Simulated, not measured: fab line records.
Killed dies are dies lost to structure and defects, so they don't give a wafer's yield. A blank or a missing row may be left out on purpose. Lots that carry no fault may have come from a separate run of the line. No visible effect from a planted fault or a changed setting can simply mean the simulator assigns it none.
fab line records	flow n5-finfet
record lots=24	wafers=72	last-day=19
route steps=1938 shown BEOL_M7@1284
lots untouched by any fault: they come from a run of this same line in which no faults occurred
start-h: hours from the record's first day to the start of the lot's first wafer shown	wait-h: hours elapsed since this lot's preceding step	" same as the row above	L1.1+2: a single row standing in for several wafers	- no value, or no start given	* or withheld: withheld	< > ~ a bound
route shown NAME@n: a module of which the file shows steps, and the number in the route of the first	usual: mean/standard deviation taken from wafers without a fault	same: alike in all rows	chamber/n: place in a boat	sites: per-site readings	_std_site: standard deviation across them	_edge_site: inner sites' mean taken away from outer sites' mean	radius-mm: for every site, how far away it sits from the centre of the wafer	mask NAME#n: copy n	behind: the last tool/chamber to shape the wafer	hold: cause of the lot's hold/its duration in hours/its outcome	device: the n, p or np transistor that did not switch	end of line: the tests these same wafers got at the end of their route	for a step that has no rows: nothing shown but its recipe	killed: dies that structure and defects cost at the first sort, which is not the same as the wafer's yield	map: a wafer's dies, marking killed ones x, the rest . and places with no die _
set.NAME: the setting as run; set.NAME@STEP: as run at that earlier step	model.NAME: the simulator's own value behind a step, which no gauge read
route steps across a sampled set of lots; one table per step, one row per wafer
services: when a tool's chamber went out of use (start-h, in hours from the record's first day, below 0 if earlier), for how many hours, and the reason
## steps
# step N5_BEOL_M7_HM_OPEN_17
# recipe chemistry=Cl2/BCl3	target-depth-a=200	overetch-a=60	target=TiN	mask-material=SOC	ion-energy-ev=150	pressure-mtorr=10	icp-w=1000	bias-w=126	Cl2_flow_sccm=53.25	bcl3-flow-sccm=21.75	Ar_flow_sccm=25
# usual drypump-motor-current-A=5.3/0.58	oes-product-au=0.66/0.065	throttle-valve-pct=22.19/0.12
lot.wafer	tool	chamber	start-h	wait-h	drypump-motor-current-A	oes-product-au	rf-hours-counter-h	throttle-valve-pct
L074.2	rie-metal-01	0	203.52	0.0	6.3	0.61	69	22.32
L074.3	"	1	"	"	4.8	0.68	-	22.17
L074.5	"	1	"	"	4.8	0.68	-	22.19
L075.3	rie-metal-01	1	209.04	0.1	4.9	0.69	-	22.18
L075.4	"	0	"	"	6.3	0.60	-	22.33
L075.6	"	0	"	"	6.3	0.59	-	22.35
L076.1	rie-metal-02	1	216.93	0.0	4.7	0.64	45	22.16
L076.2	"	0	"	"	5.8	0.52	129	22.23
L076.6	"	1	"	"	4.7	0.63	-	22.18
L077.3	rie-metal-01	1	220.21	0.1	4.9	0.68	-	22.19
L077.4	"	0	"	"	6.2	0.60	-	22.34
L077.5	"	1	"	"	4.8	0.69	-	22.16
L078.1	rie-metal-02	0	220.46	0.0	5.8	0.53	130	22.20
L078.2	"	1	"	"	4.7	0.63	46	22.18
L078.4	"	0	"	"	5.8	0.52	-	22.21
L081.1	rie-metal-03	0	237.24	0.0	5.5	0.69	38	22.08
L081.4	"	0	"	"	5.5	0.69	-	22.06
L081.6	"	0	"	"	5.4	0.69	-	22.06
L080.1	rie-metal-03	0	237.83	0.0	5.5	0.69	38	22.06
L080.2	"	1	"	"	4.8	0.64	49	22.36
L080.6	"	0	"	"	5.5	0.68	-	22.06
L079.1	rie-metal-02	1	240.50	0.0	4.7	0.64	48	22.16
L079.3	"	1	"	"	4.7	0.63	-	22.19
L079.6	"	1	"	"	4.7	0.63	-	22.16
L083.2	rie-metal-03	1	251.32	0.0	4.9	0.64	50	22.37
L083.3	"	1	"	"	4.9	0.64	-	22.37
L083.4	"	0	"	"	5.5	0.68	-	22.07
L082.2	rie-metal-03	0	256.64	0.0	5.5	0.67	40	22.05
L082.4	"	0	"	"	5.5	0.68	-	22.06
L082.5	"	0	"	"	5.5	0.67	-	22.09
L084.4	rie-metal-02	1	269.37	0.1	4.7	0.64	-	22.19
L084.5	"	0	"	"	5.8	0.80	-	22.00
L084.6	"	1	"	"	4.7	0.63	-	22.17
L086.1	rie-metal-03	0	269.56	0.0	5.5	0.69	41	22.08
L086.3	"	0	"	"	5.5	0.68	-	22.08
L086.5	"	1	"	"	4.9	0.64	-	22.36
L085.3	rie-metal-02	1	274.18	0.1	4.7	0.63	-	22.18
L085.4	"	0	"	"	5.8	0.80	-	21.99
L085.5	"	1	"	"	4.7	0.63	-	22.20
L087.3	rie-metal-01	1	283.05	0.1	4.9	0.67	-	22.18
L087.4	"	0	"	"	6.3	0.59	-	22.35
L087.6	"	1	"	"	4.9	0.68	-	22.19
L088.1	rie-metal-02	1	290.65	0.1	4.7	0.63	53	22.16
L088.3	"	1	"	"	4.7	0.63	-	22.19
L088.4	"	0	"	"	5.8	0.79	-	21.99
L089.1	rie-metal-02	1	290.92	0.0	4.7	0.63	53	22.18
L089.2	"	0	"	"	5.8	0.79	4	21.97
L089.6	"	1	"	"	4.7	0.62	-	22.19
L090.1	rie-metal-03	1	294.06	0.0	4.9	0.64	54	22.35
L090.2	"	0	"	"	5.5	0.67	44	22.08
L090.4	"	0	"	"	5.5	0.68	-	22.06
L091.4	rie-metal-01	1	311.15	0.1	4.9	0.67	-	22.18
L091.5	"	0	"	"	6.2	0.59	-	22.35
L091.6	"	1	"	"	4.8	0.68	-	22.17
L093.1	rie-metal-02	0	315.08	0.0	5.8	0.77	6	21.98
L093.2	"	1	"	"	4.7	0.62	56	22.21
L093.5	"	1	"	"	4.7	0.62	-	22.21
L092.1	rie-metal-01	0	319.29	0.0	6.3	0.59	83	22.35
L092.3	"	0	"	"	6.3	0.59	-	22.35
L092.4	"	1	"	"	4.8	0.67	-	22.21
L095.4	rie-metal-02	0	334.51	0.1	5.8	0.75	-	22.00
L095.5	"	1	"	"	4.7	0.61	-	22.22
L095.6	"	0	"	"	5.8	0.74	-	22.02
L094.1	rie-metal-02	0	338.80	0.0	5.8	0.76	8	21.98
L094.3	"	0	"	"	5.8	0.76	-	22.01
L094.5	"	1	"	"	4.7	0.61	-	22.22
L097.2	rie-metal-01	0	348.30	0.0	6.3	0.58	85	22.35
L097.3	"	1	"	"	4.9	0.66	-	22.19
L097.5	"	0	"	"	6.3	0.59	-	22.34
L096.3	rie-metal-02	0	348.65	0.1	5.8	0.74	-	22.01
L096.5	"	0	"	"	5.9	0.76	-	22.01
L096.6	"	1	"	"	4.7	0.60	-	22.24
# step N5_BEOL_M7_ETCH_65
# recipe chemistry=CF4	target=SiARC	target-depth-a=156	mask-material=CAR-EUV	time-s=26	ion-energy-ev=80	pressure-mtorr=40	source-w=545	bias-w=36	Ar_flow_sccm=100	cf4-flow-sccm=100	ends=cleared
# usual drypump-motor-current-A=5.72/0.29	etch-rf-on-time-s=25.8/1	oes-product-au=0.68/0.068	rf-vpp-V=184.0/1.2	showerhead-plenum-p-Torr=2.13/0.084	throttle-valve-pct=15.67/0.18
lot.wafer	tool	chamber	start-h	wait-h	drypump-motor-current-A	etch-rf-on-time-s	oes-product-au	rf-hours-counter-h	rf-vpp-V	showerhead-plenum-p-Torr	throttle-valve-pct
L074.2	rie-diel-03	1	207.82	0.0	5.94	24.6	0.67	148	183.2	2.15	15.72
L074.3	"	2	"	"	6.04	25.2	0.60	209	183.3	2.05	15.67
L074.5	"	1	"	"	5.94	24.6	0.68	-	183.3	2.15	15.70
L075.3	rie-diel-05	1	211.26	0.0	5.78	25.0	0.64	169	187.1	2.22	15.65
L075.4	"	2	"	"	5.32	28.1	0.59	202	184.7	2.14	15.85
L075.6	"	0	"	"	5.51	25.3	0.80	-	184.1	2.19	15.83
L076.1	rie-diel-05	3	218.29	0.0	5.97	27.3	0.68	80	183.6	2.18	15.83
L076.2	"	0	"	"	5.51	25.6	0.80	28	184.1	2.19	15.84
L076.6	"	0	"	"	5.51	25.5	0.80	-	184.0	2.18	15.83
L077.3	rie-diel-05	2	222.30	0.0	5.33	28.1	0.58	207	184.1	2.14	15.84
L077.4	"	0	"	"	5.49	25.5	0.78	29	185.2	2.18	15.82
L077.5	"	0	"	"	5.50	25.2	0.79	-	185.2	2.18	15.82
L078.1	rie-diel-05	3	222.70	0.0	5.93	27.2	0.68	81	184.0	2.18	15.82
L078.2	"	2	"	"	5.33	28.0	0.59	207	185.0	2.14	15.84
L078.4	"	1	"	"	5.72	25.1	0.65	175	185.1	2.22	15.64
L081.1	rie-diel-05	0	239.06	0.0	5.52	25.1	0.79	34	184.7	2.18	15.84
L081.4	"	2	"	"	5.31	27.5	0.59	211	185.7	2.14	15.85
L081.6	"	1	"	"	5.76	24.7	0.64	-	184.7	2.22	15.66
L080.1	rie-diel-06	3	239.52	0.0	5.87	24.3	0.67	152	181.5	2.05	15.54
L080.2	"	1	"	"	5.63	25.2	0.65	185	184.3	2.05	15.67
L080.6	"	3	"	"	5.88	24.6	0.66	-	183.8	2.05	15.55
L079.1	rie-diel-03	1	241.37	0.0	5.95	24.8	0.66	159	185.4	2.15	15.73
L079.3	"	0	"	"	6.41	26.6	0.74	29	185.0	2.08	15.36
L079.6	"	3	"	"	5.71	26.4	0.64	-	181.8	2.06	15.91
L083.2	rie-diel-06	1	252.89	0.0	5.66	25.7	0.63	190	184.9	2.04	15.68
L083.3	"	2	"	"	5.32	25.1	0.82	10	185.6	2.30	15.50
L083.4	"	3	"	"	5.86	24.6	0.66	156	184.4	2.05	15.54
L082.2	rie-diel-03	2	261.27	0.0	6.02	25.1	0.59	228	183.5	2.04	15.69
L082.4	"	3	"	"	5.70	26.3	0.64	193	184.1	2.05	15.93
L082.5	"	3	"	"	5.71	26.2	0.64	-	182.5	2.05	15.93
L086.1	rie-diel-06	2	271.45	0.0	5.31	25.1	0.81	16	185.7	2.29	15.52
L086.3	"	0	"	"	5.57	26.4	0.72	66	182.8	2.08	15.34
L086.5	"	2	"	"	5.32	25.0	0.81	-	185.1	2.29	15.49
L084.4	rie-diel-06	3	271.85	0.0	5.90	24.6	0.66	162	181.2	2.05	15.57
L084.5	"	1	"	"	5.65	25.6	0.63	-	181.8	2.04	15.69
L084.6	"	2	"	"	5.34	25.1	0.80	-	186.6	2.29	15.50
L085.3	rie-diel-05	1	275.51	0.0	5.77	25.1	0.64	189	184.1	2.22	15.68
L085.4	"	2	"	"	5.33	27.8	0.58	221	183.4	2.14	15.89
L085.5	"	3	"	"	5.97	27.4	0.66	-	184.4	2.18	15.85
L087.3	rie-diel-06	3	283.92	0.0	5.86	24.5	0.66	166	184.9	2.05	15.56
L087.4	"	1	"	"	5.64	25.5	0.63	201	183.5	2.04	15.72
L087.6	"	2	"	"	5.31	24.6	0.80	-	184.6	2.29	15.52
L088.1	rie-diel-05	2	292.86	0.0	5.32	27.7	0.59	226	184.4	2.14	15.89
L088.3	"	1	"	"	5.77	25.0	0.63	194	184.1	2.22	15.70
L088.4	"	3	"	"	5.96	27.1	0.67	99	183.6	2.18	15.86
L089.1	rie-diel-03	3	293.24	0.0	5.70	26.0	0.63	204	183.2	2.05	15.96
L089.2	"	1	"	"	5.95	24.4	0.65	176	183.3	2.14	15.76
L089.6	"	0	"	"	6.42	26.3	0.73	-	183.2	2.08	15.40
L090.1	rie-diel-05	0	295.14	0.0	5.52	25.3	0.77	48	185.3	2.18	15.87
L090.2	"	3	"	"	5.96	27.5	0.66	100	184.0	2.18	15.85
L090.4	"	1	"	"	5.75	25.3	0.63	194	185.0	2.22	15.68
L091.4	rie-diel-06	0	313.54	0.0	5.57	26.8	0.70	78	183.4	2.08	15.36
L091.5	"	2	"	"	5.34	25.4	0.78	-	185.9	2.29	15.54
L091.6	"	1	"	"	5.66	25.8	0.61	-	182.9	2.04	15.71
L093.1	rie-diel-06	2	316.00	0.0	5.35	25.4	0.78	30	186.5	2.29	15.53
L093.2	"	3	"	"	5.86	25.0	0.65	175	183.1	2.04	15.59
L093.5	"	2	"	"	5.31	25.3	0.77	-	188.1	2.29	15.53
L092.1	rie-diel-06	3	322.01	0.0	5.87	25.1	0.64	177	182.4	2.04	15.62
L092.3	"	2	"	"	5.35	25.3	0.77	31	186.2	2.29	15.56
L092.4	"	0	"	"	5.57	26.9	0.69	81	184.7	2.07	15.37
L095.4	rie-diel-06	1	337.45	0.0	5.62	25.7	0.62	216	182.2	2.04	15.74
L095.5	"	1	"	"	5.66	25.7	0.62	-	183.5	2.03	15.72
L095.6	"	2	"	"	5.31	25.0	0.78	-	187.1	2.29	15.57
L094.1	rie-diel-03	0	340.68	0.0	6.38	27.1	0.70	62	183.5	2.07	15.45
L094.3	"	3	"	"	5.69	26.9	0.61	219	185.8	2.04	15.98
L094.5	"	3	"	"	5.69	26.7	0.61	-	181.7	2.05	16.00
L097.2	rie-diel-03	1	350.20	0.0	6.01	24.9	0.64	195	183.1	2.14	15.79
L097.3	"	3	"	"	5.70	26.6	0.61	223	181.8	2.04	16.00
L097.5	"	3	"	"	5.70	26.5	0.62	-	184.3	2.04	15.99
L096.3	rie-diel-06	3	350.20	0.0	5.85	25.0	0.64	184	183.8	2.04	15.63
L096.5	"	3	"	"	5.84	24.9	0.64	-	181.6	2.04	15.60
L096.6	"	0	"	"	5.57	26.9	0.68	-	183.1	2.07	15.38
# step N5_BEOL_M7_ETCH_66
# recipe chemistry=N2/H2	target=SOC	target-depth-a=800	overetch-a=160	mask-material=SiARC	temp-c=40	time-s=120	ion-energy-ev=200	pressure-mtorr=30	source-w=840	bias-w=150	n2-flow-sccm=200	h2-flow-sccm=200
# usual drypump-motor-current-A=5.73/0.29	oes-product-au=0.61/0.059	rf-vpp-V=523.4/2.8	showerhead-plenum-p-Torr=2.53/0.11	throttle-valve-pct=17.89/0.19
lot.wafer	tool	chamber	start-h	wait-h	drypump-motor-current-A	oes-product-au	rf-hours-counter-h	rf-vpp-V	showerhead-plenum-p-Torr	throttle-valve-pct
L074.2	rie-diel-03	1	207.85	0.0	5.99	0.59	148	524.8	2.56	17.94
L074.3	"	2	"	"	6.04	0.53	209	520.1	2.42	17.77
L074.5	"	1	"	"	5.97	0.58	-	524.5	2.56	17.94
L075.3	rie-diel-05	1	211.29	0.0	5.81	0.57	169	526.5	2.65	17.77
L075.4	"	2	"	"	5.33	0.56	202	523.0	2.49	17.66
L075.6	"	0	"	"	5.52	0.71	-	524.9	2.61	18.11
L076.1	rie-diel-05	3	218.32	0.0	5.96	0.63	80	525.3	2.60	18.14
L076.2	"	0	"	"	5.50	0.70	28	525.7	2.61	18.10
L076.6	"	0	"	"	5.52	0.70	-	525.1	2.61	18.11
L077.3	rie-diel-05	2	222.32	0.0	5.34	0.55	207	523.2	2.49	17.66
L077.4	"	0	"	"	5.51	0.70	29	525.0	2.61	18.09
L077.5	"	0	"	"	5.52	0.70	-	524.3	2.61	18.10
L078.1	rie-diel-05	3	222.72	0.0	5.97	0.63	81	524.6	2.59	18.16
L078.2	"	2	"	"	5.32	0.55	207	524.5	2.49	17.67
L078.4	"	1	"	"	5.79	0.56	175	526.0	2.64	17.78
L081.1	rie-diel-05	0	239.08	0.0	5.49	0.69	34	525.5	2.61	18.12
L081.4	"	2	"	"	5.33	0.54	211	522.3	2.48	17.67
L081.6	"	1	"	"	5.75	0.56	-	525.8	2.64	17.79
L080.1	rie-diel-06	3	239.55	0.0	5.88	0.58	152	520.8	2.42	17.66
L080.2	"	1	"	"	5.66	0.57	185	521.0	2.44	17.99
L080.6	"	3	"	"	5.88	0.57	-	520.7	2.42	17.67
L079.1	rie-diel-03	1	241.40	0.0	5.98	0.58	160	525.2	2.55	17.98
L079.3	"	0	"	"	6.46	0.68	29	522.1	2.47	17.57
L079.6	"	3	"	"	5.71	0.57	-	520.5	2.44	18.11
L083.2	rie-diel-06	1	252.92	0.0	5.64	0.57	190	521.4	2.44	17.98
L083.3	"	2	"	"	5.32	0.73	10	528.2	2.74	17.84
L083.4	"	3	"	"	5.88	0.57	156	521.9	2.42	17.68
L082.2	rie-diel-03	2	261.30	0.0	6.06	0.52	228	521.2	2.41	17.80
L082.4	"	3	"	"	5.70	0.58	193	520.8	2.43	18.13
L082.5	"	3	"	"	5.70	0.57	-	519.9	2.43	18.13
L086.1	rie-diel-06	2	271.48	0.0	5.33	0.71	16	528.9	2.74	17.87
L086.3	"	0	"	"	5.58	0.65	66	522.6	2.47	17.69
L086.5	"	2	"	"	5.34	0.70	-	530.2	2.74	17.85
L084.4	rie-diel-06	3	271.88	0.0	5.87	0.57	162	521.3	2.42	17.69
L084.5	"	1	"	"	5.65	0.56	-	521.6	2.44	18.02
L084.6	"	2	"	"	5.34	0.70	-	528.8	2.74	17.86
L085.3	rie-diel-05	1	275.54	0.0	5.75	0.56	189	526.5	2.64	17.80
L085.4	"	2	"	"	5.33	0.54	221	523.7	2.48	17.69
L085.5	"	3	"	"	5.92	0.62	-	523.8	2.59	18.17
L087.3	rie-diel-06	3	283.95	0.0	5.86	0.57	166	518.9	2.42	17.67
L087.4	"	1	"	"	5.65	0.57	201	521.1	2.43	18.00
L087.6	"	2	"	"	5.35	0.70	-	529.0	2.74	17.88
L088.1	rie-diel-05	2	292.89	0.0	5.32	0.54	226	524.3	2.48	17.68
L088.3	"	1	"	"	5.77	0.55	194	525.5	2.64	17.81
L088.4	"	3	"	"	5.95	0.61	99	525.1	2.59	18.18
L089.1	rie-diel-03	3	293.27	0.0	5.70	0.57	204	521.4	2.43	18.15
L089.2	"	1	"	"	5.96	0.56	176	523.1	2.55	18.01
L089.6	"	0	"	"	6.41	0.65	-	522.6	2.46	17.63
L090.1	rie-diel-05	0	295.17	0.0	5.54	0.67	48	525.5	2.60	18.15
L090.2	"	3	"	"	6.00	0.61	100	524.7	2.59	18.18
L090.4	"	1	"	"	5.76	0.56	194	525.0	2.64	17.82
L091.4	rie-diel-06	0	313.57	0.0	5.57	0.64	78	523.1	2.46	17.70
L091.5	"	2	"	"	5.35	0.68	-	528.1	2.73	17.89
L091.6	"	1	"	"	5.67	0.55	-	520.2	2.43	18.03
L093.1	rie-diel-06	2	316.03	0.0	5.38	0.68	30	527.8	2.73	17.88
L093.2	"	3	"	"	5.88	0.57	175	521.0	2.41	17.71
L093.5	"	2	"	"	5.37	0.69	-	529.2	2.73	17.89
L092.1	rie-diel-06	3	322.04	0.0	5.88	0.56	177	520.8	2.41	17.70
L092.3	"	2	"	"	5.34	0.69	31	527.9	2.73	17.90
L092.4	"	0	"	"	5.56	0.63	81	522.1	2.46	17.70
L095.4	rie-diel-06	1	337.48	0.0	5.66	0.55	216	520.8	2.43	18.03
L095.5	"	1	"	"	5.64	0.55	-	519.3	2.43	18.04
L095.6	"	2	"	"	5.34	0.68	-	526.4	2.73	17.89
L094.1	rie-diel-03	0	340.70	0.0	6.45	0.64	62	521.3	2.46	17.64
L094.3	"	3	"	"	5.72	0.56	219	520.5	2.42	18.19
L094.5	"	3	"	"	5.72	0.56	-	520.5	2.42	18.18
L097.2	rie-diel-03	1	350.23	0.0	5.97	0.56	195	523.0	2.54	18.03
L097.3	"	3	"	"	5.71	0.56	223	520.5	2.42	18.18
L097.5	"	3	"	"	5.70	0.56	-	519.2	2.42	18.19
L096.3	rie-diel-06	3	350.23	0.0	5.88	0.56	184	521.1	2.41	17.72
L096.5	"	3	"	"	5.88	0.56	-	519.9	2.41	17.71
L096.6	"	0	"	"	5.58	0.63	-	520.8	2.46	17.72
# step N5_BEOL_M7_CD_MEAS_35
# recipe target-cd-nm=40	polarity=opening
# usual cd-nm=39.7/0.7
lot.wafer	tool	chamber	start-h	wait-h	cd-nm
L074.2	cd-sem-03	-	208.35	0.0	39.9
L074.3	"	-	"	"	39.8
L074.5	"	-	"	"	40.3
L075.3	cd-sem-01	-	211.79	0.0	39.1
L075.4	"	-	"	"	39.0
L075.6	"	-	"	"	40.9
L076.1	cd-sem-02	-	218.82	0.0	40.6
L076.2	"	-	"	"	40.5
L076.6	"	-	"	"	39.9
L077.3	cd-sem-03	-	222.84	0.0	38.9
L077.4	"	-	"	"	40.1
L077.5	"	-	"	"	40.4
L078.1	cd-sem-02	-	223.23	0.0	40.2
L078.2	"	-	"	"	39.6
L078.4	"	-	"	"	39.7
L081.1	cd-sem-02	-	239.60	0.0	39.4
L081.4	"	-	"	"	39.5
L081.6	"	-	"	"	39.5
L080.1	cd-sem-03	-	240.06	0.0	39.7
L080.2	"	-	"	"	39.5
L080.6	"	-	"	"	38.5
L079.1	cd-sem-01	-	241.91	0.0	39.2
L079.3	"	-	"	"	38.0
L079.6	"	-	"	"	38.9
L083.2	cd-sem-03	-	253.42	0.0	40.0
L083.3	"	-	"	"	40.1
L083.4	"	-	"	"	40.7
L082.2	cd-sem-01	-	261.80	0.0	41.3
L082.4	"	-	"	"	39.2
L082.5	"	-	"	"	39.9
L086.1	cd-sem-03	-	272.08	0.0	38.8
L086.3	"	-	"	"	40.3
L086.5	"	-	"	"	39.5
L084.4	cd-sem-02	-	272.39	0.0	39.8
L084.5	"	-	"	"	40.6
L084.6	"	-	"	"	39.3
L085.3	cd-sem-02	-	276.04	0.0	39.5
L085.4	"	-	"	"	39.3
L085.5	"	-	"	"	38.8
L087.3	cd-sem-01	-	284.45	0.0	40.1
L087.4	"	-	"	"	38.9
L087.6	"	-	"	"	40.3
L088.1	cd-sem-01	-	293.39	0.0	40.7
L088.3	"	-	"	"	40.2
L088.4	"	-	"	"	39.4
L089.1	cd-sem-03	-	293.77	0.0	40.4
L089.2	"	-	"	"	40.7
L089.6	"	-	"	"	40.0
L090.1	cd-sem-01	-	295.67	0.0	40.4
L090.2	"	-	"	"	39.8
L090.4	"	-	"	"	39.1
L091.4	cd-sem-01	-	314.08	0.0	39.9
L091.5	"	-	"	"	40.1
L091.6	"	-	"	"	39.4
L093.1	cd-sem-03	-	316.53	0.0	37.8
L093.2	"	-	"	"	37.8
L093.5	"	-	"	"	38.6
L092.1	cd-sem-02	-	322.54	0.0	41.1
L092.3	"	-	"	"	39.8
L092.4	"	-	"	"	40.5
L095.4	cd-sem-03	-	338.00	0.0	39.8
L095.5	"	-	"	"	41.1
L095.6	"	-	"	"	38.9
L094.1	cd-sem-01	-	341.22	0.0	40.5
L094.3	"	-	"	"	38.7
L094.5	"	-	"	"	39.0
L097.2	cd-sem-02	-	350.73	0.0	40.2
L097.3	"	-	"	"	39.5
L097.5	"	-	"	"	39.2
L096.3	cd-sem-01	-	350.74	0.0	39.0
L096.5	"	-	"	"	39.3
L096.6	"	-	"	"	40.2
# step N5_BEOL_M7_SURFACE_TREAT_79
# recipe gas=Ar	time-s=*	ion-energy-ev=*	ion-current-ma-cm2=0.5	pressure-mtorr=*	ar-flow-sccm=30
# usual pressure-mtorr=*	throttle-valve-pct=*
lot.wafer	tool	chamber	start-h	wait-h	pressure-mtorr	throttle-valve-pct
L074.2	pvd-sputter-02	-	209.17	0.2	*	*
L074.3	"	-	"	"	*	*
L074.5	"	-	"	"	*	*
L075.3	pvd-sputter-02	-	212.71	0.2	*	*
L075.4	"	-	"	"	*	*
L075.6	"	-	"	"	*	*
L076.1	pvd-sputter-01	-	220.24	0.6	*	*
L076.2	"	-	"	"	*	*
L076.6	"	-	"	"	*	*
L077.3	pvd-sputter-03	-	224.22	0.2	*	*
L077.4	"	-	"	"	*	*
L077.5	"	-	"	"	*	*
L078.1	pvd-sputter-03	-	224.70	0.2	*	*
L078.2	"	-	"	"	*	*
L078.4	"	-	"	"	*	*
L081.1	pvd-sputter-01	-	241.37	0.7	*	*
L081.4	"	-	"	"	*	*
L081.6	"	-	"	"	*	*
L080.1	pvd-sputter-01	-	241.41	0.6	*	*
L080.2	"	-	"	"	*	*
L080.6	"	-	"	"	*	*
L079.1	pvd-sputter-01	-	243.11	0.3	*	*
L079.3	"	-	"	"	*	*
L079.6	"	-	"	"	*	*
L083.2	pvd-sputter-01	-	255.99	0.2	*	*
L083.3	"	-	"	"	*	*
L083.4	"	-	"	"	*	*
L082.2	pvd-sputter-01	-	262.60	0.2	*	*
L082.4	"	-	"	"	*	*
L082.5	"	-	"	"	*	*
L086.1	pvd-sputter-02	-	273.24	0.4	*	*
L086.3	"	-	"	"	*	*
L086.5	"	-	"	"	*	*
L084.4	pvd-sputter-02	-	273.28	0.2	*	*
L084.5	"	-	"	"	*	*
L084.6	"	-	"	"	*	*
L085.3	pvd-sputter-01	-	278.57	1.6	*	*
L085.4	"	-	"	"	*	*
L085.5	"	-	"	"	*	*
L087.3	pvd-sputter-03	-	285.91	0.3	*	*
L087.4	"	-	"	"	*	*
L087.6	"	-	"	"	*	*
L088.1	pvd-sputter-03	-	294.29	0.2	*	*
L088.3	"	-	"	"	*	*
L088.4	"	-	"	"	*	*
L089.1	pvd-sputter-03	-	295.15	0.5	*	*
L089.2	"	-	"	"	*	*
L089.6	"	-	"	"	*	*
L090.1	pvd-sputter-01	-	298.28	0.2	*	*
L090.2	"	-	"	"	*	*
L090.4	"	-	"	"	*	*
L091.4	pvd-sputter-02	-	315.02	0.2	*	*
L091.5	"	-	"	"	*	*
L091.6	"	-	"	"	*	*
L093.1	pvd-sputter-03	-	318.65	0.3	*	*
L093.2	"	-	"	"	*	*
L093.5	"	-	"	"	*	*
L092.1	pvd-sputter-03	-	324.21	0.2	*	*
L092.3	"	-	"	"	*	*
L092.4	"	-	"	"	*	*
L095.4	pvd-sputter-02	-	341.07	0.2	*	*
L095.5	"	-	"	"	*	*
L095.6	"	-	"	"	*	*
L094.1	pvd-sputter-02	-	342.47	0.2	*	*
L094.3	"	-	"	"	*	*
L094.5	"	-	"	"	*	*
L097.2	pvd-sputter-01	-	351.92	0.4	*	*
L097.3	"	-	"	"	*	*
L097.5	"	-	"	"	*	*
L096.3	pvd-sputter-03	-	353.32	1.4	*	*
L096.5	"	-	"	"	*	*
L096.6	"	-	"	"	*	*
# step N5_BEOL_M7_RS_MEAS_57
# recipe thk-meas-gauge=four-point-probe	reads=Cu_of_BEOL_M7_ECD_50+Co_of_BEOL_M7_CVD_78+TaN_of_BEOL_M7_ALD_77
# usual M7_RS=0.287/0.0099
lot.wafer	tool	chamber	start-h	wait-h	M7_RS[ohm/sq]
L074.2	film-metro-01	-	210.63	0.1	0.284
L074.3	"	-	"	"	0.278
L074.5	"	-	"	"	0.282
L075.3	film-metro-02	-	214.30	0.1	0.276
L075.4	"	-	"	"	0.320
L075.6	"	-	"	"	0.282
L076.1	film-metro-02	-	221.45	0.1	0.282
L076.2	"	-	"	"	0.270
L076.6	"	-	"	"	0.270
L077.3	film-metro-02	-	226.04	0.1	0.304
L077.4	"	-	"	"	0.285
L077.5	"	-	"	"	0.281
L078.1	film-metro-01	-	226.34	0.1	0.295
L078.2	"	-	"	"	0.300
L078.4	"	-	"	"	0.279
L081.1	film-metro-02	-	242.67	0.1	0.281
L081.4	"	-	"	"	0.308
L081.6	"	-	"	"	0.288
L080.1	film-metro-01	-	242.72	0.1	0.279
L080.2	"	-	"	"	0.275
L080.6	"	-	"	"	0.278
L079.1	film-metro-02	-	244.35	0.1	0.281
L079.3	"	-	"	"	0.292
L079.6	"	-	"	"	0.288
L083.2	film-metro-01	-	257.27	0.1	0.285
L083.3	"	-	"	"	0.279
L083.4	"	-	"	"	0.266
L082.2	film-metro-02	-	264.54	0.1	0.277
L082.4	"	-	"	"	0.296
L082.5	"	-	"	"	0.291
L086.1	film-metro-02	-	274.49	0.1	0.280
L086.3	"	-	"	"	0.294
L086.5	"	-	"	"	0.291
L084.4	film-metro-01	-	274.61	0.0	0.277
L084.5	"	-	"	"	0.290
L084.6	"	-	"	"	0.280
L085.3	film-metro-02	-	280.29	0.1	0.284
L085.4	"	-	"	"	0.307
L085.5	"	-	"	"	0.300
L087.3	film-metro-01	-	287.31	0.1	0.277
L087.4	"	-	"	"	0.287
L087.6	"	-	"	"	0.284
L088.1	film-metro-01	-	295.50	0.1	0.298
L088.3	"	-	"	"	0.278
L088.4	"	-	"	"	0.297
L089.1	film-metro-01	-	296.61	0.1	0.288
L089.2	"	-	"	"	0.280
L089.6	"	-	"	"	0.287
L090.1	film-metro-01	-	299.41	0.1	0.282
L090.2	"	-	"	"	0.282
L090.4	"	-	"	"	0.274
L091.4	film-metro-02	-	318.22	0.0	0.287
L091.5	"	-	"	"	0.277
L091.6	"	-	"	"	0.291
L093.1	film-metro-02	-	321.75	0.1	0.282
L093.2	"	-	"	"	0.276
L093.5	"	-	"	"	0.282
L092.1	film-metro-02	-	327.09	0.1	0.279
L092.3	"	-	"	"	0.271
L092.4	"	-	"	"	0.292
L095.4	film-metro-02	-	343.24	0.0	0.284
L095.5	"	-	"	"	0.285
L095.6	"	-	"	"	0.285
L094.1	film-metro-02	-	344.32	0.1	0.290
L094.3	"	-	"	"	0.288
L094.5	"	-	"	"	0.287
L097.2	film-metro-02	-	356.32	0.1	0.288
L097.3	"	-	"	"	0.302
L097.5	"	-	"	"	0.304
L096.3	film-metro-02	-	357.53	0.1	0.270
L096.5	"	-	"	"	0.281
L096.6	"	-	"	"	0.296
## services
tool	chamber	start-h	hours	kind
rie-diel-06	2	182.28	6.3	repair
rie-diel-06	2	188.79	-	clean
rie-diel-06	2	188.79	-	consumable-replace:focus-ring
rie-diel-06	2	188.79	-	consumable-replace:showerhead
rie-diel-06	2	188.79	20.9	scheduled-down
rie-diel-06	2	188.79	20.9	vent-cycle
rie-diel-03	3	204.13	13.8	repair
rie-diel-06	-	216.83	4.3	pm
rie-metal-02	0	226.48	-	clean
rie-metal-02	0	226.48	27.3	scheduled-down
rie-metal-02	0	226.48	27.3	vent-cycle
rie-diel-05	3	228.51	2.4	repair
rie-diel-06	2	235.86	5.7	repair
rie-metal-01	1	240.63	35.6	repair
rie-metal-03	-	246.78	0.1	repair
rie-diel-05	-	249.68	4.3	pm
rie-metal-01	0	262.04	7.6	repair
rie-diel-05	-	290.91	0.9	repair
rie-diel-03	2	334.67	-	clean
rie-diel-03	2	334.67	-	consumable-replace:focus-ring
rie-diel-03	2	334.67	-	consumable-replace:showerhead
rie-diel-03	2	334.67	20.1	scheduled-down
rie-diel-03	2	334.67	20.1	vent-cycle
rie-metal-03	-	343.60	1.9	repair
## key
fault none
